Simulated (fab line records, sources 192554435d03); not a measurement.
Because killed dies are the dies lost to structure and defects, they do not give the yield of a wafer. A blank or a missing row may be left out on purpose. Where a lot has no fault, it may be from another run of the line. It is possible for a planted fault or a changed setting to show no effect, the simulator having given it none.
Chamber matching :: flow n5-finfet :: N5_DUMMY_GATE_ETCH_44 on rie-si-04 has 4 sister chambers
The step etches poly-Si in HBr/O2, stops on SiO2, target depth 127.5 nm. 8 wafers are shown with their chamber, then 8 later ones without.

WAFERS, EACH WITH ITS CHAMBER
wafer: L082.4
chamber: 3
throttle-valve-pct (%): 18.39
oes-product-au (a.u.): 0.725

wafer: L083.2
chamber: 3
throttle-valve-pct (%): 18.38
oes-product-au (a.u.): 0.722

wafer: L085.3
chamber: 1
throttle-valve-pct (%): 18.82
oes-product-au (a.u.): 0.697

wafer: L085.6
chamber: 2
throttle-valve-pct (%): 18.67
oes-product-au (a.u.): 0.711

wafer: L087.1
chamber: 0
throttle-valve-pct (%): 18.40
oes-product-au (a.u.): 0.741

wafer: L087.2
chamber: 1
throttle-valve-pct (%): 18.82
oes-product-au (a.u.): 0.712

wafer: L087.5
chamber: 2
throttle-valve-pct (%): 18.66
oes-product-au (a.u.): 0.729

wafer: L088.3
chamber: 0
throttle-valve-pct (%): 18.40
oes-product-au (a.u.): 0.722

WAFERS WHOSE CHAMBER IS MISSING
wafer: L088.4
throttle-valve-pct (%): 18.40
oes-product-au (a.u.): 0.726

wafer: L088.5
throttle-valve-pct (%): 18.81
oes-product-au (a.u.): 0.709

wafer: L093.3
throttle-valve-pct (%): 18.82
oes-product-au (a.u.): 0.717

wafer: L093.4
throttle-valve-pct (%): 18.12
oes-product-au (a.u.): 0.709

wafer: L093.6
throttle-valve-pct (%): 18.40
oes-product-au (a.u.): 0.723

wafer: L095.1
throttle-valve-pct (%): 18.83
oes-product-au (a.u.): 0.721

wafer: L095.4
throttle-valve-pct (%): 18.39
oes-product-au (a.u.): 0.732

wafer: L095.6
throttle-valve-pct (%): 18.66
oes-product-au (a.u.): 0.727

EACH ONE'S CHAMBER
wafer: L088.4
from the rows above: 0
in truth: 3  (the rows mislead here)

wafer: L088.5
from the rows above: 1
in truth: 1

wafer: L093.3
from the rows above: 1
in truth: 1

wafer: L093.4
from the rows above: 3
in truth: 3

wafer: L093.6
from the rows above: 0
in truth: 0

wafer: L095.1
from the rows above: 1
in truth: 1

wafer: L095.4
from the rows above: can't be placed: 3 or 0
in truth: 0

wafer: L095.6
from the rows above: 2
in truth: 2
Correct placement for 6 of the 8. Unplaceable from these rows: 1, with the true chamber sitting among the candidates in 1. Wrongly placed: 1.
How it was worked out, from the rows above alone: a wafer's distance from a chamber is the root of the sum, over the readings, of the square of ((its reading less the chamber's mean) divided by the reading's scatter). If the next closest chamber is less than 2 further off than the closest, the wafer can't be placed; otherwise it belongs to the closest. For every chamber, the mean is computed from those of its wafers that are shown. How the scatter is found: for the shown wafers, subtract from each reading the mean of its chamber, square and add these, divide the total by (wafers less chambers), then take the root.
